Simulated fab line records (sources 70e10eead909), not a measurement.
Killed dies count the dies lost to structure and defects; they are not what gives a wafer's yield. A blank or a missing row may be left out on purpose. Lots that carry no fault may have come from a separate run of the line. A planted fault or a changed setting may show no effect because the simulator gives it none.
Matching of chambers + flow nand_harc + NHARC_A_STAIRCASE_TRIM_12 on rie_diel-13 has 4 sister chambers
The step chemistry O2, time 211.2 s. 8 wafers are shown with their chamber, then 8 later ones without.

== WAFERS PAIRED WITH THEIR CHAMBERS ==
| wafer  | chamber | showerhead_plenum_p_Torr (Torr) | oes_product_au (a.u.) |
|--------|---------|---------------------------------|-----------------------|
| L083.1 | 3       | 3.73                            | 0.991                 |
| L083.3 | 2       | 3.65                            | 1.014                 |
| L085.5 | 0       | 3.51                            | 0.999                 |
| L085.6 | 3       | 3.72                            | 0.982                 |
| L087.1 | 1       | 3.32                            | 1.001                 |
| L087.3 | 0       | 3.51                            | 1.011                 |
| L087.6 | 2       | 3.64                            | 1.007                 |
| L094.1 | 1       | 3.31                            | 0.994                 |

== WAFERS WHOSE CHAMBER IS MISSING ==
| wafer  | showerhead_plenum_p_Torr (Torr) | oes_product_au (a.u.) |
|--------|---------------------------------|-----------------------|
| L094.3 | 3.63                            | 1.016                 |
| L094.5 | 3.70                            | 1.011                 |
| L094.2 | 3.50                            | 1.011                 |
| L094.4 | 3.70                            | 1.012                 |
| L094.6 | 3.63                            | 1.009                 |
| L097.2 | 3.30                            | 0.984                 |
| L097.4 | 3.49                            | 1.021                 |
| L097.6 | 3.62                            | 1.022                 |

== CHAMBER TAKEN BY EACH ==
| wafer  | from the rows above | in truth |
|--------|---------------------|----------|
| L094.3 | 2                   | 2        |
| L094.5 | 3                   | 3        |
| L094.2 | 0                   | 0        |
| L094.4 | 3                   | 3        |
| L094.6 | 2                   | 2        |
| L097.2 | 1                   | 1        |
| L097.4 | 0                   | 0        |
| L097.6 | 2                   | 2        |
Correct placement for 8 of the 8. Left unplaced by these rows: 0. Number placed wrongly: 0.
How it was worked out, from the rows above alone: a wafer's distance from a chamber is the root of the sum, over the readings, of the square of ((its reading less the chamber's mean) divided by the reading's scatter). If the next closest chamber is less than 2 further off than the closest, the wafer can't be placed; otherwise it belongs to the closest. Each chamber's mean is taken over the wafers shown for it. The scatter: take each reading less its chamber's mean, square it, sum over the shown wafers, divide by the number of wafers less the number of chambers, and take the root.
